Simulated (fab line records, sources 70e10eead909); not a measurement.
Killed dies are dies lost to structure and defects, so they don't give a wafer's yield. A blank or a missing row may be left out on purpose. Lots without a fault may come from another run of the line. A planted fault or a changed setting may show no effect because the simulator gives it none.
A struck lot beside a sound one | flow nand_harc | 12 steps out of a route of 1159
Sound: wafers L357.1, L357.4, L357.5. Struck: wafer L366.3. (L366.2, L366.4 of the same lot were not struck and are left out.) The cause comes at the end.
At each step with rows: each side's tool, then ch and its chambers, then its first start. Under that, the readings that differ: sound wafers | struck wafers | difference of the means | sigmas: that difference in standard deviations of wafers without a fault.
alike: readings whose means differ by less than 2 such deviations, and words and numbers that are the same on both sides. not compared: withheld readings, readings that some wafer has no value for, bounds like >300 that may hide the same value, and numbers for which the record gives no deviation and whose values overlap.
The two part at a step that has a row with sigmas, a row that says differs or no value, or rows on one side only. Numbers that don't overlap but have no deviation are shown without sigmas and don't part them. A reading that every wafer of one side lacks parts them only if that side has two wafers or more.

first, 1 step without rows for these wafers: NHARC_A_WL_FILL_ALD_02 (deposits TiN, target thk 2 nm, pulse time 3 s, ald cycles 100).
NHARC_A_WL_FILL_CVD_03: deposits W, target thk 40 nm, time 3302 s.
  sound on cvd_w-02 ch 0,1, day 15 16:10; struck on cvd_w-02 ch 1, day 18 05:40
  alike: chamber_pressure_Torr, heater_power_w, mfc_ar_sccm, throttle_valve_pct
NHARC_A_WL_FILL_ETCHBACK_04: etches the open film in NF3, target depth 60 nm, time 120 s.
  sound on rie_metal-01 ch 0, day 15 19:26; struck on rie_metal-02 ch 1, day 18 08:31
  reading               | sound             | struck | difference | sigmas
  oes_product_au (a.u.) | 1.000 1.003 1.000 | 0.977  | -0.024     | -3
  alike: drypump_motor_current_A
  not compared: rf_hours_counter_h
NHARC_A_WL_FILL_ETCHBACK_05: etches the open film in Cl2/BCl3, target depth 22 nm, time 60 s.
  sound on rie_metal-01 ch 0,1, day 15 19:41; struck on rie_metal-02 ch 0, day 18 08:44
  alike: drypump_motor_current_A, oes_product_au
  not compared: rf_hours_counter_h
NHARC_A_WL_FILL_STRIP_27: strips in N2/H2, time 20 s.
  sound on plasma_asher-02 ch 0,1, day 15 19:51; struck on plasma_asher-02 ch 1, day 18 08:56
  alike: drypump_motor_current_A, heater_power_w
  not compared: rf_hours_counter_h
then, 4 steps without rows for these wafers: NHARC_A_WL_FILL_STRIP_28 (strips in post etch residue remover, time 1200 s); NHARC_A_WL_FILL_PRECLEAN_06 (cleans in DIW, time 300 s); NHARC_A_WL_FILL_SRD_07; NHARC_A_WL_FILL_ANNEAL_08 (time 1800 s).
NHARC_A_WL_FILL_ALD_10: deposits SiO2, target thk 50 nm, pulse time 10 s, ald cycles 500.
  sound on ald_hk-02 ch 2,3, day 16 02:08; struck on ald_hk-04 ch 3, day 18 19:43
  alike: heater_power_w, precursor_pulse_height_rel
NHARC_A_WL_FILL_ETCHBACK_16: etches the open film in C4F8/O2/Ar, target depth 88 nm, time 17.6 s.
  sound on rie_diel-10 ch 0,1, day 16 06:47; struck on rie_diel-10 ch 0, day 18 22:49
  reading               | sound             | struck | difference | sigmas
  oes_product_au (a.u.) | 0.983 0.990 0.990 | 0.650  | -0.338     | -12
  alike: rf_vpp_V
  not compared: rf_hours_counter_h
then, 1 step without rows for these wafers: NHARC_A_WL_FILL_STRIP_29 (strips in O2, time 20 s).

WHERE THEY PART
First at NHARC_A_WL_FILL_ETCHBACK_04; last, within this record, at NHARC_A_WL_FILL_ETCHBACK_16.

WHY: what the simulator had put in
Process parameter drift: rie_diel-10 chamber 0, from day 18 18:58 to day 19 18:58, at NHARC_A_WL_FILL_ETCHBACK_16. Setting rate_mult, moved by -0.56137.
